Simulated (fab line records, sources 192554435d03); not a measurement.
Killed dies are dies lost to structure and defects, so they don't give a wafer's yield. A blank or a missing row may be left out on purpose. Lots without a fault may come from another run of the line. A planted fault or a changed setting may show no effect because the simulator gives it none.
Matching of chambers ; flow n5Finfet ; N5_BEOL_M2_CMP_52 on cmp-01 has 4 sister chambers
The step polishes, stops on SiOC, t overpolish 6.8 s, target thk 40 nm. 4 wafers are shown with their chamber, then 6 later ones without.

WAFERS, EACH WITH ITS CHAMBER
wafer;chamber;motorCurrentA (A)
L075.2;3;4.9
L086.2;0;5.0
L086.3;2;5.8
L086.4;1;6.2

WAFERS WHOSE CHAMBER IS MISSING
wafer;motorCurrentA (A)
L088.1;5.0
L088.2;4.7
L088.4;5.4
L092.1;5.5
L092.2;5.0
L095.4;5.3

THE CHAMBER EACH PASSED THROUGH
wafer;from the rows above;in truth
L088.1;can't be placed: 0 or 3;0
L088.2;can't be placed: 3 or 0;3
L088.4;can't be placed: 2 or 0 or 3 or 1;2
L092.1;can't be placed: 2 or 0 or 3 or 1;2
L092.2;can't be placed: 0 or 3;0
L095.4;can't be placed: 0 or 3 or 2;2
Placed correctly: 0 of 6. These rows do not allow placing 6 (true chamber among the candidates in 6). Placed wrongly: 0.
How it was worked out, from the rows above alone: a wafer's distance from a chamber is the root of the sum, over the readings, of the square of ((its reading less the chamber's mean) divided by the reading's scatter). If the next closest chamber is less than 2 further off than the closest, the wafer can't be placed; otherwise it belongs to the closest. For every chamber, the mean is computed from those of its wafers that are shown. The scatter (one wafer shown for each chamber): square how far every hidden wafer sits from the nearest shown wafer, average those squares and take the square root.
